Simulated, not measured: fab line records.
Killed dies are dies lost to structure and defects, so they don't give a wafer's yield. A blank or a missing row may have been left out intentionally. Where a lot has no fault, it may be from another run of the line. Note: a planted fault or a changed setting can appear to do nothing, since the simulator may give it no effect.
Comparing a struck lot with a sound one ; flow nandHarc ; 15 out of 1302 route steps
Sound: wafers L705.3, L705.4, L705.5. Wafers struck: L715.2, L715.3, L715.6. The cause is given at the end.
Each step with rows lists, per side, the tool, then ch with its chambers, then its first start. Under that, the readings that differ: sound wafers ; struck wafers ; difference of the means ; sigmas: that difference in standard deviations of wafers without a fault.
alike: readings with means less than 2 such deviations apart, plus words and numbers identical on both sides. not compared: withheld readings, readings lacking a value on some wafer, bounds such as >300 that could conceal the same value, and numbers that have no deviation in the record and whose values overlap.
A row with sigmas, a row that says differs or no value, or rows on one side alone: a step with any of these is where the two part. Numbers that have no deviation but don't overlap get no sigmas and don't part them. A reading that every wafer of one side lacks parts them only if that side has two wafers or more.

NHARC_P_M0_INSPECT_27:
  sound on defectInspect-02, day 6 04:29; struck on defectInspect-01, day 10 12:10
  alike: rawDefectCount
NHARC_P_M0_PRE_CLEAN_31: time 12 s.
  sound on pecvd-01 ch 0,2, day 6 04:34; struck on pecvd-01 ch 0,1,2, day 10 12:14
  alike: heaterPowerW
NHARC_P_M0_DEP_32: deposits SiCN, target thk 30 nm.
  sound on pecvd-01 ch 0,2, day 6 04:43; struck on pecvd-01 ch 0,1,2, day 10 12:19
  alike: heaterPowerW
then, 9 steps without rows for these wafers: NHARC_P_M1_DEP_00 (deposits SiOC, target thk 182.5 nm); NHARC_P_M1_DEHYDRATE_01 (time 120 s); NHARC_P_M1_HMDS_02 (time 30 s); NHARC_P_M1_COAT_34 (time 65 s); NHARC_P_M1_COAT_03 (resist thk 90 nm); NHARC_P_M1_SOFTBAKE_04 (time 55 s); NHARC_P_M1_EBR_05; NHARC_P_M1_EXPOSE_06 (exposes mask P M1, target cd 130 nm); NHARC_P_M1_PEB_07 (peb time 65 s).
NHARC_P_M1_DEVELOP_08: develop time 35 s.
  sound on lithoTrack-06 ch 0, day 6 05:00; struck on lithoTrack-06 ch 0, day 10 13:00
reading;sound;struck;difference;sigmas
developerTempC (C);23.16 22.89 23.11;24.07 23.88 24.04;+0.94;+9
NHARC_P_M1_CD_MEAS_09 targets a cd of 130 nm.
  sound on cdSem-01 ch 0, day 6 05:53; struck on cdSem-03 ch 0, day 10 13:34
  alike: cdNm
-- break in the record here, with 18 days between the starts of the struck wafers on either side (left off in module P_M1, picked up again in module END, where the first step shown is number 1302 on the route) --
NHARC_END_SORT_01:
  sound on prober-01 ch 0, day 24 15:43; struck on prober-02 ch 0, day 28 19:19
reading;sound;struck;difference;sigmas
killedAtPeriphery;9 9 8;1 2 2;-7;-3
  alike: defectLimitedYield, killedAtArray, killedAtOther, killedDies, killedOpen, killedShort

== WHERE THEY PART ==
At NHARC_P_M1_DEVELOP_08 first; at NHARC_END_SORT_01 last (within this record only).

WHY: the cause the simulator had injected
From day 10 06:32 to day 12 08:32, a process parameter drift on lithoTrack-06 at NHARC_P_M1_DEVELOP_08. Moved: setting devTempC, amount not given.
